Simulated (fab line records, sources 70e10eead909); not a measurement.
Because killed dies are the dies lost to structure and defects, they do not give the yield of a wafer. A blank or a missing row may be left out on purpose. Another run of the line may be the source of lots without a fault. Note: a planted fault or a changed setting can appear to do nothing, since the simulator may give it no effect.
Which tool is to blame? | flow nand harc | 24 lots, 72 wafers sampled, at 6 steps of a route of 1159

WHAT EACH GAUGE READ, for each wafer
NHARC_P_M2_OVL_MEAS_10: pitch 340 nm. Usual: overlay x nm -0.1 nm, standard deviation 0.77; overlay y nm -0.1 nm, standard deviation 0.82.
lot  | measured     | on         | overlay x nm (nm) | overlay y nm (nm) | flag
L074 | day 5 23:31  | overlay-02 | -0.6 0.3 -0.5     | -0.5 -0.8 -1.0    |
L076 | day 6 12:40  | overlay-01 | -0.2 0.1 -0.4     | 0.2 0.1 0.3       |
L075 | day 6 13:12  | overlay-02 | 0.1 0.5 0.2       | 0.3 0.3 0.0       |
L077 | day 6 21:11  | overlay-01 | -1.1 -0.8 -1.4    | 0.6 0.8 0.6       |
L078 | day 6 22:31  | overlay-01 | 0.3 0.0 0.6       | -1.8 -1.4 -1.3    |
L080 | day 7 15:23  | overlay-02 | 1.0 1.1 0.9       | -0.4 -0.3 -0.6    |
L079 | day 7 17:12  | overlay-01 | 0.3 0.4 0.0       | 0.7 1.4 1.2       |
L081 | day 7 22:14  | overlay-01 | 0.0 0.0 0.4       | -0.9 0.1 -0.1     |
L082 | day 8 01:17  | overlay-01 | 0.2 -0.9 -1.0     | 0.5 1.0 0.2       |
L083 | day 8 01:45  | overlay-02 | -0.9 -0.2 -1.2    | -0.7 -0.6 -0.7    |
L085 | day 8 16:11  | overlay-01 | -1.2 -0.4 0.2     | 0.7 0.6 0.7       |
L084 | day 8 17:26  | overlay-01 | 1.1 0.4 0.6       | 0.3 0.2 0.2       |
L086 | day 9 06:38  | overlay-02 | -0.5 0.1 -0.1     | -0.6 -0.5 -0.8    |
L087 | day 9 11:33  | overlay-02 | -0.4 -0.5 0.2     | -0.9 -0.5 -0.5    |
L088 | day 10 01:08 | overlay-02 | -0.7 0.0 -1.1     | -1.1 -0.7 -1.1    |
L089 | day 10 05:01 | overlay-01 | 0.3 0.7 -0.1      | 0.4 0.2 -0.2      |
L090 | day 10 06:28 | overlay-01 | 0.0 0.6 1.0       | 0.4 -0.2 0.1      |
L092 | day 10 08:43 | overlay-02 | 1.1 0.8 1.7       | -1.3 -1.1 -1.3    |
L091 | day 10 08:58 | overlay-01 | -1.5 -1.0 -1.5    | 0.4 0.7 -0.3      |
L093 | day 10 16:29 | overlay-02 | 0.7 1.6 1.2       | 0.8 0.7 0.6       |
L094 | day 11 02:54 | overlay-02 | 0.6 0.3 0.3       | -1.7 -1.8 -2.5    |
L095 | day 11 09:16 | overlay-01 | -0.3 -0.2 -0.1    | 0.5 1.1 1.6       |
L097 | day 11 14:02 | overlay-01 | 0.2 0.4 0.3       | 0.2 -0.4 0.0      |
L096 | day 11 14:43 | overlay-02 | -1.0 -0.5 -1.0    | 1.0 0.6 1.9       |

NHARC_P_BONDPAD_OVL_MEAS_38. Usual: overlay x nm -1 nm, standard deviation 6; overlay y nm 1 nm, standard deviation 6.5.
lot  | measured     | on         | overlay x nm (nm) | overlay y nm (nm) | flag
L074 | day 6 04:04  | overlay-02 | 3 4 4             | 9 9 9             |
L076 | day 6 17:32  | overlay-02 | 4 4 4             | 12 12 12          |
L075 | day 6 18:13  | overlay-01 | -2 -1 -1          | 15 15 15          |
L077 | day 7 01:36  | overlay-02 | -6 -6 -6          | 8 8 8             |
L078 | day 7 03:05  | overlay-01 | -8 -8 -8          | -2 -2 -2          |
L080 | day 7 20:02  | overlay-02 | -11 -11 -11       | 2 2 2             |
L079 | day 7 22:08  | overlay-02 | 2 3 2             | -3 -3 -3          |
L081 | day 8 03:10  | overlay-01 | 4 4 2             | 1 2 1             |
L082 | day 8 05:49  | overlay-02 | -3 -3 -3          | 2 1 1             |
L083 | day 8 06:24  | overlay-01 | -5 -5 -6          | 1 1 1             |
L085 | day 8 21:22  | overlay-01 | -8 -8 -8          | 0 1 1             |
L084 | day 8 22:04  | overlay-01 | -1 -1 -1          | -12 -13 -12       |
L086 | day 9 11:08  | overlay-01 | -7 -7 -7          | -9 -9 -10         |
L087 | day 9 16:25  | overlay-01 | 8 9 8             | 0 0 0             |
L088 | day 10 05:42 | overlay-02 | -4 -4 -4          | -4 -4 -6          |
L089 | day 10 09:33 | overlay-02 | -4 -4 -4          | 4 4 4             |
L090 | day 10 11:26 | overlay-01 | -3 -3 -3          | 0 0 0             |
L092 | day 10 13:25 | overlay-02 | 0 1 0             | 7 7 7             |
L091 | day 10 13:40 | overlay-01 | 1 1 1             | 5 4 4             |
L093 | day 10 21:10 | overlay-01 | 1 0 1             | -2 -1 -1          |
L094 | day 11 08:04 | overlay-02 | 3 4 3             | -8 -9 -8          |
L095 | day 11 13:40 | overlay-01 | -8 -7 -7          | 0 0 0             |
L097 | day 11 18:36 | overlay-02 | 11 11 10          | -2 -2 -2          |
L096 | day 11 19:16 | overlay-01 | 13 12 13          | 7 8 8             |

TOOL THAT RAN EACH LOT (tool first, then ch and the chambers of the sampled wafers, then the start)
lot  | NHARC_P_M0_ANNEAL_30             | NHARC_P_M0_DEP_32               | NHARC_P_M2_PVD_21                       | NHARC_P_M2_ANNEAL_31
L074 | rtp anneal-01 ch 0, day 5 16:38  | pecvd-04 ch 1,2, day 5 17:46    | pvd sputter-01, day 6 01:22 or earlier  | rtp anneal-02 ch 0, day 6 01:22
L076 | rtp anneal-02 ch 0, day 6 06:13  | pecvd-02 ch 0,1,2, day 6 07:14  | pvd sputter-02, day 6 14:56 or earlier  | rtp anneal-01 ch 0, day 6 14:56
L075 | rtp anneal-01 ch 0, day 6 06:47  | pecvd-02 ch 1,2, day 6 07:41    | pvd sputter-01, day 6 15:10 or earlier  | rtp anneal-02 ch 0, day 6 15:10
L077 | rtp anneal-02 ch 0, day 6 14:47  | pecvd-02 ch 0,1,2, day 6 15:43  | pvd sputter-02, day 6 23:08 or earlier  | rtp anneal-01 ch 0, day 6 23:08
L078 | rtp anneal-01 ch 0, day 6 15:20  | pecvd-04 ch 0,2, day 6 17:16    | pvd sputter-03, day 7 00:26 or earlier  | rtp anneal-02 ch 0, day 7 00:26
L080 | rtp anneal-02 ch 0, day 7 08:38  | pecvd-04 ch 0,1,2, day 7 09:36  | pvd sputter-02, day 7 17:19 or earlier  | rtp anneal-01 ch 0, day 7 17:19
L079 | rtp anneal-01 ch 0, day 7 10:47  | pecvd-03 ch 0,1,2, day 7 11:47  | pvd sputter-02, day 7 19:27 or earlier  | rtp anneal-02 ch 0, day 7 19:27
L081 | rtp anneal-02 ch 0, day 7 15:28  | pecvd-03 ch 0,1, day 7 16:37    | pvd sputter-03, day 8 00:29 or earlier  | rtp anneal-02 ch 0, day 8 00:29
L082 | rtp anneal-02 ch 0, day 7 18:56  | pecvd-04 ch 0,1,2, day 7 19:47  | pvd sputter-02, day 8 03:14 or earlier  | rtp anneal-01 ch 0, day 8 03:14
L083 | rtp anneal-02 ch 0, day 7 19:14  | pecvd-03 ch 0,1,2, day 7 20:09  | pvd sputter-01, day 8 03:55 or earlier  | rtp anneal-01 ch 0, day 8 03:55
L085 | rtp anneal-01 ch 0, day 8 09:29  | pecvd-02 ch 0,1, day 8 10:35    | pvd sputter-03, day 8 18:12 or earlier  | rtp anneal-02 ch 0, day 8 18:12
L084 | rtp anneal-01 ch 0, day 8 11:00  | pecvd-04 ch 0,2, day 8 11:59    | pvd sputter-02, day 8 19:23 or earlier  | rtp anneal-01 ch 0, day 8 19:23
L086 | rtp anneal-01 ch 0, day 9 00:10  | pecvd-02 ch 0,1,2, day 9 01:11  | pvd sputter-01, day 9 08:34 or earlier  | rtp anneal-01 ch 0, day 9 08:34
L087 | rtp anneal-01 ch 0, day 9 05:04  | pecvd-03 ch 0,1,2, day 9 06:04  | pvd sputter-01, day 9 13:25 or earlier  | rtp anneal-02 ch 0, day 9 13:25
L088 | rtp anneal-01 ch 0, day 9 18:43  | pecvd-04 ch 0,1,2, day 9 19:37  | pvd sputter-01, day 10 03:11 or earlier | rtp anneal-01 ch 0, day 10 03:11
L089 | rtp anneal-01 ch 0, day 9 22:34  | pecvd-03 ch 0,1,2, day 9 23:31  | pvd sputter-01, day 10 06:59 or earlier | rtp anneal-01 ch 0, day 10 06:59
L090 | rtp anneal-01 ch 0, day 9 23:48  | pecvd-02 ch 0,2, day 10 00:48   | pvd sputter-03, day 10 08:53 or earlier | rtp anneal-01 ch 0, day 10 08:53
L092 | rtp anneal-02 ch 0, day 10 02:08 | pecvd-02 ch 0,2, day 10 03:14   | pvd sputter-02, day 10 10:34 or earlier | rtp anneal-01 ch 0, day 10 10:34
L091 | rtp anneal-01 ch 0, day 10 02:31 | pecvd-04 ch 0,2, day 10 03:32   | pvd sputter-03, day 10 10:56 or earlier | rtp anneal-02 ch 0, day 10 10:56
L093 | rtp anneal-02 ch 0, day 10 09:23 | pecvd-04 ch 0,1,2, day 10 10:21 | pvd sputter-03, day 10 18:23 or earlier | rtp anneal-01 ch 0, day 10 18:23
L094 | rtp anneal-01 ch 0, day 10 20:11 | pecvd-04 ch 0,2, day 10 21:24   | pvd sputter-01, day 11 04:52 or earlier | rtp anneal-01 ch 0, day 11 04:52
L095 | rtp anneal-01 ch 0, day 11 02:46 | pecvd-04 ch 1,2, day 11 03:49   | pvd sputter-01, day 11 11:10 or earlier | rtp anneal-02 ch 0, day 11 11:10
L097 | rtp anneal-02 ch 0, day 11 07:28 | pecvd-04 ch 0,1,2, day 11 08:26 | pvd sputter-02, day 11 15:55 or earlier | rtp anneal-01 ch 0, day 11 15:55
L096 | rtp anneal-02 ch 0, day 11 08:20 | pecvd-04 ch 0,1, day 11 09:23   | pvd sputter-03, day 11 16:34 or earlier | rtp anneal-02 ch 0, day 11 16:34
- NHARC_P_M0_ANNEAL_30: time 90 s.
- NHARC_P_M0_DEP_32: deposits SiCN, target thk 30 nm.
- NHARC_P_M2_PVD_21: deposits Cu, target thk 30 nm, time 20.49 s.
- NHARC_P_M2_ANNEAL_31: time 90 s.

WHAT THE TOOLS THEMSELVES READ (means of the sampled wafers that have a number; where no wafer has one, the mark that the record gives instead)
NHARC_P_M0_ANNEAL_30. Usual: wafer_temp_C_max 226.30, standard deviation 0.28.
lot  | tool          | wafer_temp_C_max | flag
L074 | rtp anneal-01 | 226.36           |
L076 | rtp anneal-02 | 226.32           |
L075 | rtp anneal-01 | 226.04           |
L077 | rtp anneal-02 | 226.40           |
L078 | rtp anneal-01 | 226.51           |
L080 | rtp anneal-02 | 226.52           |
L079 | rtp anneal-01 | 226.13           |
L081 | rtp anneal-02 | 225.94           |
L082 | rtp anneal-02 | 226.29           |
L083 | rtp anneal-02 | 226.22           |
L085 | rtp anneal-01 | 226.06           |
L084 | rtp anneal-01 | 226.10           |
L086 | rtp anneal-01 | 226.11           |
L087 | rtp anneal-01 | 226.51           |
L088 | rtp anneal-01 | 226.33           |
L089 | rtp anneal-01 | 226.29           |
L090 | rtp anneal-01 | 226.26           |
L092 | rtp anneal-02 | 226.40           |
L091 | rtp anneal-01 | 226.24           |
L093 | rtp anneal-02 | 226.71           |
L094 | rtp anneal-01 | 226.18           |
L095 | rtp anneal-01 | 226.08           |
L097 | rtp anneal-02 | 226.64           |
L096 | rtp anneal-02 | 226.26           |

NHARC_P_M0_DEP_32. Usual: heater power w 577 W, standard deviation 110.
lot  | tool     | heater power w (W) | flag
L074 | pecvd-04 | 535                |
L076 | pecvd-02 | 523                |
L075 | pecvd-02 | 542                |
L077 | pecvd-02 | 497                |
L078 | pecvd-04 | 646                |
L080 | pecvd-04 | 650                |
L079 | pecvd-03 | 585                |
L081 | pecvd-03 | 645                |
L082 | pecvd-04 | 638                |
L083 | pecvd-03 | 559                |
L085 | pecvd-02 | 399                |
L084 | pecvd-04 | 598                |
L086 | pecvd-02 | 506                |
L087 | pecvd-03 | 587                |
L088 | pecvd-04 | 616                |
L089 | pecvd-03 | 598                |
L090 | pecvd-02 | 563                |
L092 | pecvd-02 | 483                |
L091 | pecvd-04 | 599                |
L093 | pecvd-04 | 619                |
L094 | pecvd-04 | 630                |
L095 | pecvd-04 | 581                |
L097 | pecvd-04 | 620                |
L096 | pecvd-04 | 638                |

NHARC_P_M2_PVD_21. Usual: throttle valve pct 30.1 %, standard deviation 0.79.
lot  | tool           | throttle valve pct (%) | flag
L074 | pvd sputter-01 | 29.9                   |
L076 | pvd sputter-02 | 30.5                   |
L075 | pvd sputter-01 | 29.9                   |
L077 | pvd sputter-02 | 30.5                   |
L078 | pvd sputter-03 | 29.5                   |
L080 | pvd sputter-02 | 30.0                   |
L079 | pvd sputter-02 | 30.4                   |
L081 | pvd sputter-03 | 29.7                   |
L082 | pvd sputter-02 | 30.1                   |
L083 | pvd sputter-01 | 29.9                   |
L085 | pvd sputter-03 | 29.9                   |
L084 | pvd sputter-02 | 30.5                   |
L086 | pvd sputter-01 | 30.2                   |
L087 | pvd sputter-01 | 29.9                   |
L088 | pvd sputter-01 | 29.7                   |
L089 | pvd sputter-01 | 29.8                   |
L090 | pvd sputter-03 | 29.7                   |
L092 | pvd sputter-02 | 30.5                   |
L091 | pvd sputter-03 | 30.0                   |
L093 | pvd sputter-03 | 29.9                   |
L094 | pvd sputter-01 | 30.0                   |
L095 | pvd sputter-01 | 30.1                   |
L097 | pvd sputter-02 | 30.6                   |
L096 | pvd sputter-03 | 30.1                   |

NHARC_P_M2_ANNEAL_31. Usual: wafer_temp_C_max 226.36, standard deviation 0.29.
lot  | tool          | wafer_temp_C_max | flag
L074 | rtp anneal-02 | 226.45           |
L076 | rtp anneal-01 | 226.11           |
L075 | rtp anneal-02 | 226.23           |
L077 | rtp anneal-01 | 226.62           |
L078 | rtp anneal-02 | 226.26           |
L080 | rtp anneal-01 | 226.38           |
L079 | rtp anneal-02 | 226.55           |
L081 | rtp anneal-02 | 226.51           |
L082 | rtp anneal-01 | 226.25           |
L083 | rtp anneal-01 | 225.81           |
L085 | rtp anneal-02 | 226.16           |
L084 | rtp anneal-01 | 226.24           |
L086 | rtp anneal-01 | 226.48           |
L087 | rtp anneal-02 | 226.73           |
L088 | rtp anneal-01 | 226.15           |
L089 | rtp anneal-01 | 226.26           |
L090 | rtp anneal-01 | 226.39           |
L092 | rtp anneal-01 | 226.38           |
L091 | rtp anneal-02 | 226.33           |
L093 | rtp anneal-01 | 226.49           |
L094 | rtp anneal-01 | 226.42           |
L095 | rtp anneal-02 | 226.38           |
L097 | rtp anneal-01 | 226.61           |
L096 | rtp anneal-02 | 226.25           |

THE ANSWER, worked out from the rows above alone
Rule: a lot counts as off when the mean over its wafers that have a number is more than 3 standard deviations away from the usual mean. Also off: a lot with no number at a reading for which 4 or more lots have one. The other lots that the step has rows for count as sound. After the gauges, taken in route order, come the tools' own readings; for these a lot's mean is taken, as printed above. The first step at which some lot is off is used, and at that step the reading that is off furthest; a lot without a number counts as furthest.
None of the lots is off at any reading shown; this tells nothing.

WHAT WAS PUT IN BY THE SIMULATOR
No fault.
